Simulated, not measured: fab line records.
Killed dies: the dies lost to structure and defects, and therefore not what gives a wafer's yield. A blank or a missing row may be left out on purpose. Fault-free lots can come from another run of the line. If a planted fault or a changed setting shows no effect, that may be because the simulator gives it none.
fab line records	flow n5_finfet
record lots=24	wafers=72	last_day=17
route steps=1938 shown STI_FIN_REVEAL@204 DUMMY_GATE@218
lots untouched by any fault: they come from a run of this same line in which no faults occurred
start_h: the number of hours between the record's first day and the start of the first shown wafer of the lot	wait_h: hours since the lot's step before	" as in the row above	L1.1+2: one row covering several wafers at once	- value missing, or start not given	* or withheld: withheld	< > ~ a bound
route shown NAME@n: NAME is a module with steps in the file, n the number in the route of the first one	usual: mean/standard deviation taken from wafers without a fault	same: alike in all rows	chamber/n: place in a boat	sites: each site's reading	_std_site: the values' standard deviation	_edge_site: the outer-site mean with the inner-site mean subtracted	radius_mm: for every site, how far away it sits from the centre of the wafer	mask NAME#n: copy n	behind: the most recent tool/chamber to have shaped the wafer	hold: the reason the lot was held/the length of the hold in hours/how it ended	device: transistor that didn't switch, given as n, p or np	end of line: at the end of the route, the tests of the same wafers	where a step has no rows: the recipe by itself	killed: dies lost to structure and defects at the first sort, not the wafer's yield	map: a wafer's dies, x killed, . not, _ none there
set.NAME: setting as actually run; set.NAME@STEP: the setting as run at that earlier step	model.NAME: the simulator's own value behind a step, which no gauge read
steps of the route over a sample of lots; a table a step, a row a wafer
services: when a tool's chamber went out of use (start_h, in hours from the record's first day, below 0 if earlier), for how many hours, and the reason
## steps
# step N5_STI_FIN_REVEAL_OXIDATION_33
# recipe chemistry=O2_PLASMA_REMOTE	temp_c=150	time_s=20	pressure_mtorr=1000	source_power_w=2000	o2_flow_sccm=3000
# usual drypump_motor_current_A=5.63/0.2	heater_power_w=138/9	temp_c_max=150.61/0.21
lot.wafer	tool	chamber	start_h	wait_h	drypump_motor_current_A	heater_power_w	rf_hours_counter_h	temp_c_max
L074.3	plasma_asher-01	0	37.19	0.0	5.40	141	-	150.38
L074.5	"	0	"	"	5.41	139	-	150.58
L074.6	"	1	"	"	5.63	140	-	151.05
L075.3	plasma_asher-01	1	42.01	0.2	5.60	135	-	150.90
L075.4	"	0	"	"	5.41	144	-	150.38
L075.5	"	1	"	"	5.61	141	-	151.05
L076.2	plasma_asher-02	1	49.56	0.4	6.04	147	36	150.64
L076.4	"	0	"	"	5.65	120	-	150.57
L076.5	"	1	"	"	6.00	149	-	150.70
L077.1	plasma_asher-02	0	55.47	0.0	5.61	123	38	150.70
L077.3	"	1	"	"	6.01	150	-	150.60
L077.5	"	1	"	"	6.03	151	-	150.76
L078.4	plasma_asher-02	0	61.07	0.1	5.61	119	-	150.80
L078.5	"	0	"	"	5.63	120	-	150.80
L078.6	"	1	"	"	6.01	152	-	150.67
L079.2	plasma_asher-02	0	66.82	0.0	5.63	120	40	150.53
L079.3	"	1	"	"	6.02	145	-	150.62
L079.6	"	0	"	"	5.63	122	-	150.44
L080.2	plasma_asher-02	0	72.49	0.0	5.63	126	42	150.65
L080.3	"	0	"	"	5.62	120	-	150.53
L080.5	"	0	"	"	5.63	121	-	150.60
L081.1	plasma_asher-01	0	79.31	0.0	5.46	140	85	150.54
L081.3	"	0	"	"	5.48	140	-	150.43
L081.6	"	0	"	"	5.46	143	-	150.50
L082.1	plasma_asher-01	0	85.15	0.0	5.41	137	86	150.52
L082.4	"	1	"	"	5.60	139	-	150.75
L082.6	"	1	"	"	5.60	136	-	150.92
L083.1	plasma_asher-01	1	91.56	0.0	5.60	141	87	151.04
L083.3	"	1	"	"	5.61	138	-	150.78
L083.4	"	0	"	"	5.44	138	-	150.52
L084.2	plasma_asher-01	1	101.62	0.0	5.63	142	88	150.67
L084.5	"	0	"	"	5.48	139	-	150.44
L084.6	"	1	"	"	5.61	141	-	150.73
L085.3	plasma_asher-01	0	113.38	0.0	5.44	140	-	150.59
L085.4	"	1	"	"	5.62	138	-	150.46
L085.6	"	1	"	"	5.62	142	-	150.18
L086.2	plasma_asher-01	1	115.99	0.0	5.59	142	91	150.60
L086.4	"	1	"	"	5.60	136	-	150.71
L086.5	"	1	"	"	5.59	143	-	150.41
L087.2	plasma_asher-01	1	120.07	0.0	5.60	140	91	150.79
L087.3	"	1	"	"	5.60	139	-	150.99
L087.6	"	1	"	"	5.60	138	-	150.85
L088.4	plasma_asher-02	0	122.53	0.0	5.62	122	-	150.49
L088.5	"	0	"	"	5.64	119	-	150.90
L088.6	"	1	"	"	6.02	154	-	150.57
L089.1	plasma_asher-01	0	127.88	0.0	5.44	139	93	150.78
L089.3	"	0	"	"	5.42	141	-	150.79
L089.4	"	1	"	"	5.61	139	-	150.49
L090.1	plasma_asher-02	1	133.26	0.3	5.98	151	54	150.44
L090.2	"	0	"	"	5.62	122	54	150.45
L090.6	"	1	"	"	6.02	148	-	150.83
L091.1	plasma_asher-01	0	140.45	0.0	5.38	138	95	150.34
L091.2	"	1	"	"	5.60	138	95	150.32
L091.3	"	1	"	"	5.60	140	-	150.74
L092.2	plasma_asher-02	1	144.65	0.0	6.03	147	57	150.52
L092.3	"	1	"	"	6.01	148	-	150.44
L092.6	"	0	"	"	5.63	122	-	150.69
L093.1	plasma_asher-01	0	151.84	0.0	5.40	142	96	150.35
L093.2	"	1	"	"	5.62	141	96	150.77
L093.6	"	0	"	"	5.42	138	-	150.45
L094.1	plasma_asher-01	1	160.62	0.0	5.60	140	98	150.55
L094.2	"	0	"	"	5.44	140	98	150.53
L094.6	"	1	"	"	5.60	137	-	150.81
L095.2	plasma_asher-01	1	165.28	0.0	5.62	139	99	150.81
L095.3	"	0	"	"	5.42	140	-	150.44
L095.5	"	0	"	"	5.42	137	-	150.70
L096.2	plasma_asher-02	1	171.49	0.0	5.96	146	63	150.54
L096.5	"	0	"	"	5.64	123	-	150.80
L096.6	"	1	"	"	6.01	153	-	150.44
L097.4	plasma_asher-01	1	175.66	0.0	5.61	142	-	150.65
L097.5	"	0	"	"	5.43	143	-	150.43
L097.6	"	1	"	"	5.62	141	-	150.92
# step N5_STI_FIN_REVEAL_FIN_H_MEAS_10
# usual trench_depth_nm=51.8/0.65
lot.wafer	tool	chamber	start_h	wait_h	trench_depth_nm
L074.3	ocd-02	-	37.37	0.0	51.3
L074.5	"	-	"	"	51.1
L074.6	"	-	"	"	51.4
L075.3	ocd-02	-	42.18	0.0	51.2
L075.4	"	-	"	"	51.1
L075.5	"	-	"	"	50.8
L076.2	ocd-02	-	49.76	0.0	52.1
L076.4	"	-	"	"	51.8
L076.5	"	-	"	"	51.9
L077.1	ocd-02	-	55.66	0.0	52.0
L077.3	"	-	"	"	52.7
L077.5	"	-	"	"	52.3
L078.4	ocd-02	-	61.24	0.0	52.6
L078.5	"	-	"	"	52.8
L078.6	"	-	"	"	51.7
L079.2	ocd-01	-	67.01	0.0	51.7
L079.3	"	-	"	"	51.9
L079.6	"	-	"	"	52.4
L080.2	ocd-01	-	72.69	0.0	51.5
L080.3	"	-	"	"	50.6
L080.5	"	-	"	"	51.2
L081.1	ocd-02	-	79.51	0.0	52.7
L081.3	"	-	"	"	51.8
L081.6	"	-	"	"	51.7
L082.1	ocd-01	-	85.34	0.0	52.3
L082.4	"	-	"	"	52.5
L082.6	"	-	"	"	52.8
L083.1	ocd-02	-	91.75	0.0	52.4
L083.3	"	-	"	"	52.3
L083.4	"	-	"	"	51.7
L084.2	ocd-02	-	101.82	0.0	52.7
L084.5	"	-	"	"	53.2
L084.6	"	-	"	"	51.6
L085.3	ocd-02	-	113.57	0.0	51.5
L085.4	"	-	"	"	51.0
L085.6	"	-	"	"	50.8
L086.2	ocd-02	-	116.19	0.0	51.1
L086.4	"	-	"	"	50.9
L086.5	"	-	"	"	50.8
L087.2	ocd-01	-	120.28	0.0	51.7
L087.3	"	-	"	"	52.7
L087.6	"	-	"	"	52.3
L088.4	ocd-01	-	122.71	0.0	51.6
L088.5	"	-	"	"	51.5
L088.6	"	-	"	"	52.1
L089.1	ocd-01	-	128.07	0.0	51.4
L089.3	"	-	"	"	51.1
L089.4	"	-	"	"	50.8
L090.1	ocd-02	-	133.46	0.0	52.3
L090.2	"	-	"	"	52.0
L090.6	"	-	"	"	52.4
L091.1	ocd-01	-	140.65	0.0	52.7
L091.2	"	-	"	"	53.0
L091.3	"	-	"	"	52.5
L092.2	ocd-01	-	144.90	0.0	51.8
L092.3	"	-	"	"	51.7
L092.6	"	-	"	"	52.1
L093.1	ocd-02	-	152.04	0.0	52.0
L093.2	"	-	"	"	51.2
L093.6	"	-	"	"	51.1
L094.1	ocd-02	-	160.82	0.0	51.8
L094.2	"	-	"	"	51.3
L094.6	"	-	"	"	51.2
L095.2	ocd-02	-	165.53	0.0	52.0
L095.3	"	-	"	"	52.1
L095.5	"	-	"	"	52.3
L096.2	ocd-01	-	171.74	0.0	51.7
L096.5	"	-	"	"	51.6
L096.6	"	-	"	"	51.5
L097.4	ocd-01	-	175.89	0.0	52.9
L097.5	"	-	"	"	51.7
L097.6	"	-	"	"	51.7
# step N5_DUMMY_GATE_CMP_04
# recipe material=a-Si	post_cmp_clean=alkaline_brush
# usual motor_current_A=10.1/0.71	retaining_ring_pressure_frac=1.000/0.0046	time_to_endpoint_s=13.2/2.1
lot.wafer	tool	chamber	start_h	wait_h	motor_current_A	retaining_ring_pressure_frac	time_to_endpoint_s
L074.3	cmp-03	0	41.50	0.1	11.2	0.994	14.2
L074.5	"	1	"	"	11.1	1.003	15.1
L074.6	"	2	"	"	9.9	1.004	16.8
L075.3	cmp-04	1	46.21	0.0	10.2	1.011	12.3
L075.4	"	0	"	"	9.1	0.993	10.6
L075.5	"	2	"	"	10.0	1.000	13.0
L076.4	cmp-04	1	55.64	0.1	10.5	0.999	11.6
L076.2	"	3	"	"	10.3	1.005	12.7
L076.5	"	1	"	"	10.3	1.002	12.2
L077.3	cmp-03	3	59.75	0.1	9.0	0.992	11.9
L077.1	"	0	"	"	10.9	0.999	6.4
L077.5	"	2	"	"	9.4	0.993	11.3
L078.4	cmp-02	2	67.34	0.3	8.3	1.002	16.7
L078.6	"	3	"	"	9.8	0.997	15.3
L078.5	"	0	"	"	10.1	1.000	16.0
L079.2	cmp-03	1	71.04	0.0	10.8	1.010	13.6
L079.3	"	0	"	"	10.7	1.003	9.9
L079.6	"	2	"	"	9.8	1.000	12.1
L080.2	cmp-02	0	79.27	0.3	9.6	1.003	14.9
L080.3	"	3	"	"	10.0	0.997	14.6
L080.5	"	1	"	"	11.2	0.998	14.8
L081.1	cmp-04	1	87.18	0.0	10.3	1.007	10.3
L081.3	"	2	"	"	9.7	0.995	9.5
L081.6	"	1	"	"	9.9	0.999	11.2
L082.4	cmp-03	3	91.78	0.0	9.8	1.003	11.3
L082.1	"	0	"	"	10.5	1.000	10.1
L082.6	"	3	"	"	9.5	0.998	10.6
L083.1	cmp-04	2	97.56	0.1	10.1	1.006	11.4
L083.3	"	0	"	"	9.3	1.003	11.6
L083.4	"	1	"	"	10.4	1.002	12.6
L084.2	cmp-03	3	108.21	0.2	9.3	0.999	9.5
L084.5	"	3	"	"	10.2	0.996	12.2
L084.6	"	0	"	"	11.0	1.001	9.0
L085.4	cmp-03	1	118.38	0.2	11.4	1.000	14.0
L085.3	"	3	"	"	10.1	1.002	13.6
L085.6	"	1	"	"	10.6	1.000	12.2
L086.4	cmp-04	1	120.41	0.1	10.4	0.992	14.3
L086.2	"	3	"	"	10.1	1.002	13.9
L086.5	"	0	"	"	9.4	1.001	12.9
L087.3	cmp-04	3	124.34	0.1	10.6	0.999	15.6
L087.2	"	1	"	"	10.7	1.005	14.7
L087.6	"	3	"	"	10.0	0.995	14.9
L088.4	cmp-03	3	128.01	0.1	9.2	1.005	12.3
L088.6	"	1	"	"	11.2	1.009	12.6
L088.5	"	2	"	"	9.1	1.002	11.4
L089.1	cmp-04	0	134.27	0.2	9.2	0.997	15.6
L089.4	"	1	"	"	10.5	0.993	14.0
L089.3	"	3	"	"	9.6	0.995	14.4
L090.1	cmp-03	0	137.66	0.2	11.0	1.002	13.4
L090.2	"	1	"	"	10.7	0.998	12.7
L090.6	"	3	"	"	9.7	1.001	13.8
L091.3	cmp-03	1	145.31	0.1	10.7	1.007	14.0
L091.1	"	2	"	"	10.2	0.996	13.6
L091.2	"	3	"	"	9.8	1.003	15.3
L092.2	cmp-03	2	149.08	0.1	9.3	1.000	17.0
L092.3	"	3	"	"	9.6	1.004	15.5
L092.6	"	0	"	"	10.0	0.995	14.3
L093.1	cmp-02	1	157.15	0.0	11.5	1.003	16.4
L093.2	"	2	"	"	8.1	0.995	16.4
L093.6	"	2	"	"	8.1	0.994	17.9
L094.1	cmp-03	0	165.62	0.1	10.7	0.997	13.6
L094.2	"	1	"	"	11.2	0.994	14.1
L094.6	"	0	"	"	11.1	1.003	13.5
L095.3	cmp-03	2	170.28	0.0	9.7	1.004	12.1
L095.2	"	1	"	"	11.4	1.001	12.5
L095.5	"	2	"	"	9.6	1.007	13.0
L096.2	cmp-03	3	175.94	0.1	9.5	1.006	12.6
L096.6	"	1	"	"	10.9	1.002	13.3
L096.5	"	2	"	"	9.4	1.002	13.8
L097.4	cmp-03	2	179.94	0.0	9.8	1.003	16.3
L097.6	"	2	"	"	10.0	1.000	11.9
L097.5	"	3	"	"	9.7	0.999	14.9
# step N5_DUMMY_GATE_DESCUM_20
# recipe chemistry=O2	time_s=6.2	source_power_w=50	bias_power_w=20	pressure_mtorr=20	rf_frequency_hz=2.712e+07	temp_c=40	resist=CAR-EUV	o2_flow_sccm=225
# usual drypump_motor_current_A=5.83/0.27	oes_product_au=0.78/0.086	rf_vpp_V=243.5/1.4	showerhead_plenum_p_Torr=2.12/0.069	throttle_valve_pct=20.55/0.27
lot.wafer	tool	chamber	start_h	wait_h	drypump_motor_current_A	oes_product_au	rf_hours_counter_h	rf_vpp_V	showerhead_plenum_p_Torr	throttle_valve_pct
L074.3	rie_diel-04	1	46.08	0.0	6.25	0.69	232	239.8	1.99	20.84
L074.5	"	2	"	"	5.85	0.70	-	243.0	2.06	20.12
L074.6	"	3	"	"	5.46	0.76	-	242.9	2.09	20.64
L075.3	rie_diel-02	1	51.00	0.0	5.91	0.74	169	240.9	2.08	20.67
L075.4	"	0	"	"	6.08	0.79	122	243.1	2.11	20.64
L075.5	"	2	"	"	5.31	0.81	-	243.0	2.04	20.26
L076.2	rie_diel-02	0	60.87	0.4	6.08	0.80	125	243.5	2.11	20.64
L076.4	"	1	"	"	5.91	0.74	173	243.1	2.08	20.70
L076.5	"	2	"	"	5.31	0.81	-	243.8	2.03	20.26
L077.1	rie_diel-04	1	64.52	0.2	6.26	0.68	239	240.1	1.98	20.84
L077.3	"	3	"	"	5.46	0.75	177	243.1	2.09	20.64
L077.5	"	1	"	"	6.25	0.68	-	240.5	1.98	20.86
L078.4	rie_diel-06	2	73.87	0.0	5.78	0.76	148	245.4	2.18	20.46
L078.5	"	0	"	"	5.84	0.71	-	244.2	2.16	20.76
L078.6	"	1	"	"	5.96	0.73	-	244.3	2.17	20.49
L079.2	rie_diel-04	2	75.71	0.0	5.80	1.00	1	243.1	2.06	19.75
L079.3	"	1	"	"	6.26	0.68	242	242.4	1.98	20.85
L079.6	"	2	"	"	5.81	0.99	-	241.4	2.06	19.73
L080.2	rie_diel-04	1	84.25	0.2	6.25	0.68	245	241.4	1.98	20.86
L080.3	"	2	"	"	5.81	0.98	3	244.0	2.06	19.74
L080.5	"	3	"	"	5.50	0.74	-	243.0	2.09	20.65
L081.1	rie_diel-06	3	91.87	0.0	6.15	0.85	54	243.0	2.04	20.53
L081.3	"	0	"	"	5.83	0.71	203	244.5	2.16	20.80
L081.6	"	0	"	"	5.85	0.71	-	244.7	2.16	20.77
L082.1	rie_diel-04	0	96.57	0.0	5.81	0.79	123	242.7	2.19	20.72
L082.4	"	1	"	"	6.23	0.67	249	241.1	1.98	20.87
L082.6	"	0	"	"	5.81	0.79	-	244.3	2.19	20.73
L083.1	rie_diel-02	0	104.46	0.2	6.09	0.79	137	242.8	2.10	20.65
L083.3	"	1	"	"	5.89	0.72	184	243.5	2.08	20.71
L083.4	"	2	"	"	5.35	0.79	118	241.5	2.03	20.29
L084.2	rie_diel-02	0	112.94	0.1	6.08	0.78	140	244.2	2.10	20.68
L084.5	"	3	"	"	5.59	0.70	-	243.7	2.16	20.60
L084.6	"	2	"	"	5.33	0.80	-	240.7	2.03	20.28
L085.3	rie_diel-06	3	123.01	0.0	6.15	0.83	65	242.2	2.04	20.53
L085.4	"	0	"	"	5.85	0.70	213	244.9	2.16	20.79
L085.6	"	0	"	"	5.85	0.70	-	245.2	2.16	20.77
L086.2	rie_diel-04	0	126.92	0.0	5.84	0.78	135	243.6	2.18	20.74
L086.4	"	3	"	"	5.45	0.74	198	243.4	2.08	20.67
L086.5	"	3	"	"	5.46	0.73	-	242.7	2.08	20.67
L087.2	rie_diel-06	1	131.21	0.3	5.95	0.72	230	243.3	2.16	20.53
L087.3	"	3	"	"	6.15	0.83	67	243.6	2.04	20.54
L087.6	"	2	"	"	5.79	0.75	-	244.7	2.17	20.50
L088.4	rie_diel-06	2	132.93	0.2	5.79	0.75	167	245.2	2.17	20.50
L088.5	"	2	"	"	5.80	0.74	-	244.9	2.17	20.49
L088.6	"	1	"	"	5.96	0.72	-	244.1	2.16	20.52
L089.1	rie_diel-04	0	139.41	0.4	5.82	0.79	138	245.5	2.18	20.75
L089.3	"	1	"	"	6.27	0.98	8	244.9	2.24	20.55
L089.4	"	2	"	"	5.85	0.93	-	242.2	2.05	19.78
L090.1	rie_diel-02	3	142.42	0.0	5.58	0.69	229	244.4	2.15	20.62
L090.2	"	2	"	"	5.34	0.79	131	241.6	2.03	20.32
L090.6	"	3	"	"	5.58	0.69	-	244.9	2.15	20.60
L091.1	rie_diel-04	1	150.17	0.3	6.24	0.97	12	244.8	2.24	20.54
L091.2	"	3	"	"	5.49	0.73	204	242.0	2.08	20.67
L091.3	"	0	"	"	5.86	0.78	143	243.7	2.18	20.78
L092.2	rie_diel-04	1	153.68	0.0	6.27	0.97	14	244.2	2.24	20.56
L092.3	"	3	"	"	5.46	0.74	205	242.6	2.08	20.68
L092.6	"	3	"	"	5.46	0.74	-	243.7	2.08	20.68
L093.1	rie_diel-04	3	161.81	0.0	5.46	0.73	208	243.8	2.08	20.70
L093.2	"	1	"	"	6.25	0.95	16	245.7	2.24	20.55
L093.6	"	0	"	"	5.83	0.77	-	243.7	2.18	20.77
L094.1	rie_diel-04	2	170.26	0.0	5.86	0.91	27	243.1	2.05	19.79
L094.2	"	1	"	"	6.25	0.95	18	245.1	2.24	20.57
L094.6	"	0	"	"	5.85	0.77	-	244.8	2.18	20.76
L095.2	rie_diel-06	0	175.07	0.0	5.83	0.68	230	244.2	2.15	20.81
L095.3	"	2	"	"	5.75	0.73	179	244.9	2.16	20.51
L095.5	"	2	"	"	5.76	0.73	-	246.1	2.16	20.52
L096.2	rie_diel-06	1	180.68	0.0	5.96	0.70	241	244.0	2.16	20.55
L096.5	"	1	"	"	5.95	0.71	-	244.1	2.16	20.54
L096.6	"	0	"	"	5.83	0.69	-	243.5	2.15	20.83
L097.4	rie_diel-04	1	184.62	0.0	6.25	0.94	20	245.5	2.24	20.55
L097.5	"	1	"	"	6.26	0.94	-	245.5	2.24	20.56
L097.6	"	0	"	"	5.84	0.77	-	243.7	2.18	20.78
# step N5_DUMMY_GATE_STRIP_41
# recipe chemistry=O2	power_w=400	temp_c=40	pressure_mtorr=30	rf_frequency_hz=6e+07	bias_power_w=0	overash_fraction=0.3	o2_flow_sccm=225
# usual drypump_motor_current_A=5.84/0.25	oes_product_au=0.76/0.065	rf_vpp_V=3.6/0.52	showerhead_plenum_p_Torr=2.12/0.064	throttle_valve_pct=16.83/0.21
lot.wafer	tool	chamber	start_h	wait_h	drypump_motor_current_A	oes_product_au	rf_hours_counter_h	rf_vpp_V	showerhead_plenum_p_Torr	throttle_valve_pct
L074.3	rie_diel-04	3	46.55	0.0	5.47	0.75	173	3.6	2.09	16.86
L074.5	"	2	"	"	5.76	0.70	-	3.7	2.07	16.46
L074.6	"	1	"	"	6.25	0.69	-	2.9	1.99	17.10
L075.3	rie_diel-02	3	51.47	0.0	5.59	0.70	202	3.7	2.17	16.85
L075.4	"	1	"	"	5.91	0.74	170	3.8	2.09	16.93
L075.5	"	0	"	"	6.07	0.80	-	3.8	2.11	16.85
L076.2	rie_diel-04	1	61.34	0.0	6.24	0.68	238	3.2	1.99	17.12
L076.4	"	1	"	"	6.27	0.68	-	3.5	1.99	17.10
L076.5	"	0	"	"	5.84	0.80	-	3.8	2.20	16.94
L077.1	rie_diel-06	1	64.99	0.0	5.94	0.72	209	4.3	2.18	16.76
L077.3	"	3	"	"	6.17	0.84	47	3.5	2.05	16.72
L077.5	"	1	"	"	5.94	0.72	-	3.1	2.18	16.77
L078.4	rie_diel-06	0	74.34	0.0	5.84	0.71	198	2.8	2.17	17.03
L078.5	"	3	"	"	6.15	0.85	-	4.0	2.05	16.73
L078.6	"	2	"	"	5.77	0.76	-	3.6	2.18	16.73
L079.2	rie_diel-02	1	76.23	0.0	5.89	0.73	176	3.2	2.08	16.95
L079.3	"	3	"	"	5.60	0.70	208	3.8	2.16	16.84
L079.6	"	2	"	"	5.33	0.80	-	4.5	2.04	16.51
L080.2	rie_diel-02	2	84.72	0.0	5.33	0.80	113	4.5	2.04	16.50
L080.3	"	0	"	"	6.09	0.79	131	3.7	2.11	16.85
L080.5	"	2	"	"	5.36	0.80	-	4.1	2.04	16.51
L081.1	rie_diel-04	1	92.35	0.0	6.28	0.68	247	3.5	1.98	17.13
L081.3	"	0	"	"	5.86	0.79	122	2.9	2.19	16.96
L081.6	"	0	"	"	5.85	0.80	-	3.5	2.19	16.96
L082.1	rie_diel-06	1	97.04	0.0	5.96	0.72	219	3.4	2.17	16.79
L082.4	"	2	"	"	5.78	0.75	155	4.2	2.18	16.75
L082.6	"	3	"	"	6.16	0.84	-	3.8	2.04	16.73
L083.1	rie_diel-06	2	104.92	0.0	5.78	0.76	158	3.8	2.18	16.74
L083.3	"	0	"	"	5.85	0.70	207	3.3	2.16	17.05
L083.4	"	3	"	"	6.17	0.84	59	4.2	2.04	16.74
L084.2	rie_diel-06	0	113.41	0.0	5.85	0.71	210	3.3	2.16	17.05
L084.5	"	2	"	"	5.76	0.75	-	5.0	2.18	16.75
L084.6	"	1	"	"	5.93	0.72	-	3.7	2.17	16.78
L085.3	rie_diel-02	1	123.58	0.0	5.90	0.72	191	3.7	2.08	16.96
L085.4	"	2	"	"	5.33	0.79	125	3.4	2.03	16.53
L085.6	"	3	"	"	5.60	0.69	-	3.5	2.16	16.87
L086.2	rie_diel-04	1	127.38	0.0	6.27	0.99	4	2.8	2.25	16.70
L086.4	"	0	"	"	5.83	0.78	135	3.2	2.19	17.00
L086.5	"	1	"	"	6.24	0.99	-	3.6	2.25	16.70
L087.2	rie_diel-06	0	131.69	0.0	5.84	0.69	216	3.0	2.16	17.04
L087.3	"	2	"	"	5.77	0.75	166	3.1	2.17	16.78
L087.6	"	1	"	"	5.98	0.71	-	2.8	2.17	16.80
L088.4	rie_diel-02	3	133.39	0.0	5.59	0.69	226	3.1	2.16	16.90
L088.5	"	0	"	"	6.10	0.77	-	3.9	2.10	16.89
L088.6	"	1	"	"	5.91	0.73	-	4.2	2.08	16.99
L089.1	rie_diel-06	0	139.91	0.0	5.83	0.70	220	3.2	2.16	17.07
L089.3	"	3	"	"	6.15	0.82	71	3.7	2.04	16.74
L089.4	"	2	"	"	5.76	0.74	-	3.9	2.17	16.76
L090.1	rie_diel-06	2	142.88	0.0	5.76	0.73	171	4.0	2.17	16.77
L090.2	"	0	"	"	5.85	0.69	221	4.3	2.16	17.08
L090.6	"	0	"	"	5.84	0.70	-	3.7	2.16	17.06
L091.1	rie_diel-06	0	150.64	0.0	5.83	0.70	223	3.1	2.16	17.09
L091.2	"	2	"	"	5.78	0.74	173	2.9	2.17	16.77
L091.3	"	1	"	"	5.97	0.71	232	3.7	2.17	16.80
L092.2	rie_diel-02	0	154.15	0.0	6.08	0.77	152	3.1	2.10	16.90
L092.3	"	2	"	"	5.33	0.78	135	3.6	2.03	16.54
L092.6	"	2	"	"	5.32	0.78	-	4.0	2.03	16.53
L093.1	rie_diel-06	0	162.28	0.0	5.82	0.69	226	4.6	2.16	17.09
L093.2	"	2	"	"	5.78	0.73	176	3.1	2.17	16.78
L093.6	"	0	"	"	5.84	0.69	-	2.7	2.16	17.08
L094.1	rie_diel-04	2	170.72	0.0	5.83	0.92	28	3.0	2.05	16.02
L094.2	"	3	"	"	5.48	0.72	211	3.2	2.08	16.94
L094.6	"	2	"	"	5.80	0.91	-	3.6	2.05	16.04
L095.2	rie_diel-02	0	175.54	0.0	6.08	0.77	159	3.2	2.10	16.91
L095.3	"	1	"	"	5.90	0.71	207	3.8	2.07	17.00
L095.5	"	3	"	"	5.64	0.68	-	3.2	2.15	16.91
L096.2	rie_diel-06	2	181.15	0.0	5.76	0.73	180	3.9	2.17	16.79
L096.5	"	0	"	"	5.83	0.68	-	3.7	2.16	17.08
L096.6	"	3	"	"	6.13	0.81	-	3.9	2.04	16.79
L097.4	rie_diel-04	2	185.09	0.0	5.81	0.91	30	3.3	2.05	16.04
L097.5	"	3	"	"	5.47	0.73	-	2.8	2.08	16.95
L097.6	"	0	"	"	5.83	0.77	-	4.1	2.18	17.02
# step N5_DUMMY_GATE_CD_MEAS_24
# recipe target_cd_nm=15
# usual cd_nm=15.0/0.35
lot.wafer	tool	chamber	start_h	wait_h	cd_nm
L074.3	cd_sem-03	-	46.95	0.1	15.3
L074.5	"	-	"	"	15.8
L074.6	"	-	"	"	15.3
L075.3	cd_sem-02	-	51.88	0.1	15.5
L075.4	"	-	"	"	15.2
L075.5	"	-	"	"	15.5
L076.2	cd_sem-03	-	61.75	0.1	15.4
L076.4	"	-	"	"	15.1
L076.5	"	-	"	"	15.6
L077.1	cd_sem-01	-	65.39	0.1	15.3
L077.3	"	-	"	"	15.1
L077.5	"	-	"	"	14.8
L078.4	cd_sem-03	-	74.75	0.1	14.9
L078.5	"	-	"	"	15.4
L078.6	"	-	"	"	15.2
L079.2	cd_sem-02	-	76.64	0.1	15.0
L079.3	"	-	"	"	14.6
L079.6	"	-	"	"	15.3
L080.2	cd_sem-03	-	85.12	0.1	14.7
L080.3	"	-	"	"	14.6
L080.5	"	-	"	"	14.5
L081.1	cd_sem-01	-	92.76	0.1	15.0
L081.3	"	-	"	"	15.6
L081.6	"	-	"	"	15.2
L082.1	cd_sem-03	-	97.44	0.1	14.4
L082.4	"	-	"	"	15.0
L082.6	"	-	"	"	14.7
L083.1	cd_sem-03	-	105.33	0.1	14.8
L083.3	"	-	"	"	14.9
L083.4	"	-	"	"	15.0
L084.2	cd_sem-02	-	113.81	0.1	14.5
L084.5	"	-	"	"	15.0
L084.6	"	-	"	"	15.0
L085.3	cd_sem-03	-	123.99	0.1	15.1
L085.4	"	-	"	"	14.6
L085.6	"	-	"	"	14.7
L086.2	cd_sem-03	-	127.79	0.1	15.2
L086.4	"	-	"	"	15.1
L086.5	"	-	"	"	15.4
L087.2	cd_sem-03	-	132.11	0.1	15.0
L087.3	"	-	"	"	14.9
L087.6	"	-	"	"	15.0
L088.4	cd_sem-02	-	133.80	0.1	15.3
L088.5	"	-	"	"	15.0
L088.6	"	-	"	"	15.6
L089.1	cd_sem-02	-	140.31	0.1	14.9
L089.3	"	-	"	"	14.7
L089.4	"	-	"	"	15.0
L090.1	cd_sem-02	-	143.28	0.1	15.1
L090.2	"	-	"	"	14.8
L090.6	"	-	"	"	14.8
L091.1	cd_sem-03	-	151.04	0.1	15.1
L091.2	"	-	"	"	15.4
L091.3	"	-	"	"	14.6
L092.2	cd_sem-02	-	154.55	0.1	14.9
L092.3	"	-	"	"	14.2
L092.6	"	-	"	"	15.0
L093.1	cd_sem-02	-	162.69	0.1	15.2
L093.2	"	-	"	"	15.2
L093.6	"	-	"	"	14.8
L094.1	cd_sem-02	-	171.12	0.1	14.6
L094.2	"	-	"	"	15.2
L094.6	"	-	"	"	15.2
L095.2	cd_sem-03	-	175.94	0.1	15.3
L095.3	"	-	"	"	15.3
L095.5	"	-	"	"	14.6
L096.2	cd_sem-02	-	181.55	0.1	15.2
L096.5	"	-	"	"	14.8
L096.6	"	-	"	"	15.4
L097.4	cd_sem-01	-	185.50	0.1	15.1
L097.5	"	-	"	"	14.8
L097.6	"	-	"	"	15.4
## services
tool	chamber	start_h	hours	kind
rie_diel-04	3	13.92	6.6	repair
cmp-02	-	24.54	3.2	repair
plasma_asher-02	-	34.14	1.2	repair
cmp-03	-	38.36	1.0	repair
rie_diel-04	0	41.51	6.5	repair
plasma_asher-01	-	43.90	8.0	repair
rie_diel-04	3	49.33	6.1	repair
cmp-02	-	49.36	4.0	pm
plasma_asher-02	-	62.00	1.0	repair
cmp-03	-	63.97	4.7	pm
cmp-04	-	68.05	0.7	repair
cmp-04	-	77.74	4.0	repair
rie_diel-04	2	86.03	7.0	repair
cmp-04	-	112.04	4.0	pm
plasma_asher-01	-	133.07	2.8	pm
rie_diel-06	1	133.57	9.6	repair
rie_diel-04	3	137.47	4.1	repair
plasma_asher-02	-	141.78	0.4	repair
plasma_asher-01	-	142.27	1.8	repair
rie_diel-04	2	146.42	8.2	repair
cmp-03	-	149.25	0.3	repair
cmp-04	-	160.84	3.5	pm
cmp-03	-	164.14	0.4	repair
rie_diel-04	-	173.81	2.7	repair
## key
fault none
